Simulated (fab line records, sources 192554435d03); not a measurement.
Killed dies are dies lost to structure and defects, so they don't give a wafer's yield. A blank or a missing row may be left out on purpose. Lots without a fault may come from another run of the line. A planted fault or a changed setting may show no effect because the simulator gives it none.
Chamber matching | flow n5_finfet | N5_WELL_APT_DESCUM_13 on rie_diel-03: 4 sister chambers
The step chemistry O2, time 7.9 s. 16 wafers are shown with their chamber, then 8 later ones without.

WAFERS WITH THEIR CHAMBER
wafer  | chamber | drypump_motor_current_A (A) | showerhead_plenum_p_Torr (Torr) | throttle_valve_pct (%)
L075.1 | 3       | 5.6                         | 2.21                            | 20.29
L075.3 | 2       | 5.9                         | 2.07                            | 20.59
L075.6 | 1       | 6.7                         | 2.08                            | 20.73
L076.1 | 1       | 6.7                         | 2.08                            | 20.75
L076.2 | 2       | 5.9                         | 2.07                            | 20.60
L076.3 | 0       | 5.5                         | 2.00                            | 20.28
L078.2 | 1       | 6.7                         | 2.08                            | 20.76
L078.3 | 3       | 5.7                         | 2.21                            | 20.31
L078.5 | 2       | 5.9                         | 2.07                            | 20.61
L084.1 | 1       | 6.8                         | 2.07                            | 20.78
L084.5 | 1       | 6.7                         | 2.07                            | 20.76
L084.6 | 0       | 5.5                         | 1.99                            | 20.31
L086.1 | 0       | 5.5                         | 1.99                            | 20.32
L086.3 | 2       | 5.9                         | 2.07                            | 20.38
L086.4 | 3       | 5.6                         | 2.20                            | 20.33
L088.1 | 2       | 5.9                         | 2.06                            | 20.41

SIGNATURES (means of the wafers above)
reading                  | chamber 0 | chamber 1 | chamber 2 | chamber 3 | scatter within a chamber
drypump_motor_current_A  | 5.500     | 6.720     | 5.900     | 5.633     | 0.035
showerhead_plenum_p_Torr | 1.9933    | 2.0760    | 2.0680    | 2.2067    | 0.00527
throttle_valve_pct       | 20.3033   | 20.7560   | 20.5180   | 20.3100   | 0.0671
Rule: a wafer's distance from a chamber is the root of the sum, over the readings, of the square of ((its reading less the chamber's mean) divided by the reading's scatter). The wafer belongs to the nearest chamber; if the next one is less than 2 further off, it can't be placed. The scatter: the root of (the sum of the squares of (reading less its chamber's mean) over the shown wafers, divided by (wafers less chambers)).

WAFERS WITHOUT THEIR CHAMBER
wafer  | drypump_motor_current_A (A) | showerhead_plenum_p_Torr (Torr) | throttle_valve_pct (%)
L088.2 | 5.5                         | 1.99                            | 20.33
L088.6 | 6.0                         | 2.06                            | 20.40
L090.3 | 5.9                         | 2.06                            | 20.40
L090.4 | 5.6                         | 2.20                            | 20.36
L090.6 | 5.5                         | 1.99                            | 20.34
L097.2 | 6.7                         | 2.07                            | 20.39
L097.3 | 5.9                         | 2.06                            | 20.41
L097.6 | 6.8                         | 2.07                            | 20.38

WHICH CHAMBER EACH WENT THROUGH
wafer  | from the rows above | in truth
L088.2 | 0                   | 0
L088.6 | 2                   | 2
L090.3 | 2                   | 2
L090.4 | 3                   | 3
L090.6 | 0                   | 0
L097.2 | 1                   | 1
L097.3 | 2                   | 2
L097.6 | 1                   | 1
Placed correctly: 8 of 8. Can't be placed from these rows: 0. Placed wrongly: 0.
